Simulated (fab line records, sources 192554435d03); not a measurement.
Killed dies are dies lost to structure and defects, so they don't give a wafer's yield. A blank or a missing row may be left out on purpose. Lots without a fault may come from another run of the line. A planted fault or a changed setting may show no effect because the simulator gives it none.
Problem report in the 8D (eight disciplines) form, filled by code | flow n5_finfet | the parts of the form that need people (team, actions taken, sign-off) are left out

1. THE PROBLEM
killed_at_M0_to_M3 at N5_PASSIVATION_PROBE_49 reads a mean of 125 on 3 wafers of 1 lot; wafers without a fault read 34 with a standard deviation of 9.1. That is +10 standard deviations from the usual mean.
First seen on wafer L673.2, day 16 08:22, on prober-01. The record holds 5 wafers of 2 lots with a number at this step. Rule for "out", or "out of limits": more than 4 standard deviations from the usual mean. The other wafers with a number count as sound.

2. WHAT IT IS AND WHAT IT IS NOT
question                    | is                                                                                                      | is not
which readings at this step | killed_at_M0_to_M3, defect_limited_yield, killed_dies, sort_bin_5_function, sort_n_pass, sort_yield_pct | killed_at_front_end, killed_at_other, killed_open, killed_short, sort_bin_8_speed
which lots                  | L673                                                                                                    | L676
which wafers of those lots  | all that have a number                                                                                  | -
read on which tools         | prober-01                                                                                               | -
when                        | from day 16 08:22                                                                                       | up to then (0 sound wafers); but 2 sound wafers of L676 came after

3. SUSPECTS, AND WHAT RULES EACH OUT
Counting: a tool at a process step up to the reading stays a suspect if it ran every lot that is out and no sound lot after the first of them.
- pvd_sputter-03 at N5_BEOL_M3_SPUTTER_86 (material Cu, target thk 4.5 nm, time 8.29 s): kept. It ran the lot that is out, L673 (day 11 07:52), and no sound lot after that.
- rie_diel-01 at N5_PASSIVATION_STRIP_14 (strips in O2): ruled out as a lasting fault. Sound lots L676 ran on it after its first lot that is out, L673 (day 16 02:05).
- prober-01 at N5_PASSIVATION_PROBE_49: ruled out as a lasting fault. Sound lots L676 ran on it after its first lot that is out, L673 (day 16 08:22).
Left after counting: pvd_sputter-03 at N5_BEOL_M3_SPUTTER_86.

4. THE CAUSE (what the simulator had put in)
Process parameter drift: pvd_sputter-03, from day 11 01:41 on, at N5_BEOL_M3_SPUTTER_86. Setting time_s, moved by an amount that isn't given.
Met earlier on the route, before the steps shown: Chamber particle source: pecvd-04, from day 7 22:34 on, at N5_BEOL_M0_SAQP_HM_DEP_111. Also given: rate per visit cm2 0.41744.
Counting left only this tool.

5. THE CHAIN OF EFFECTS, in route order
Each row: a reading whose mean over the struck wafers that have a number lies more than 3 standard deviations from the usual. Only readings for which the record gives a usual standard deviation are gone through. hours: the time from each lot's start at the first step in this table that gives one to its start at this step, as a median over the lots. sigmas: the change in usual standard deviations.
hours | step                    | reading              | usual  | on struck wafers | change | sigmas
0     | N5_PASSIVATION_PROBE_49 | defect_limited_yield | 91.3 % | 82.4             | -8.9   | -6.8
0     | N5_PASSIVATION_PROBE_49 | killed_at_M0_to_M3   | 34     | 125              | +91    | +10
0     | N5_PASSIVATION_PROBE_49 | killed_dies          | 102    | 208              | +106   | +6.6
0     | N5_PASSIVATION_PROBE_49 | sort_bin_5_function  | 5.2 %  | 11.6             | +6.4   | +7.2
0     | N5_PASSIVATION_PROBE_49 | sort_n_pass          | 1078   | 972              | -106   | -6.6
0     | N5_PASSIVATION_PROBE_49 | sort_yield_pct       | 91.3 % | 82.4             | -8.9   | -6.8
The process steps in it:
- N5_PASSIVATION_PROBE_49

6. WHAT WOULD HAVE CAUGHT IT SOONER
In this record the first reading out of limits was taken at day 16 08:22, 127 hours after the fault began at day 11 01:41.
Of the tool readings at N5_BEOL_M3_SPUTTER_86 for which the record gives a usual standard deviation, none was out on any struck wafer, so an alarm limit of 4 standard deviations on them would not have fired.
All the lots that are out (1) had begun N5_BEOL_M3_SPUTTER_86 on pvd_sputter-03 by day 16 08:22. A hold on the tool at that time would have spared none of them.
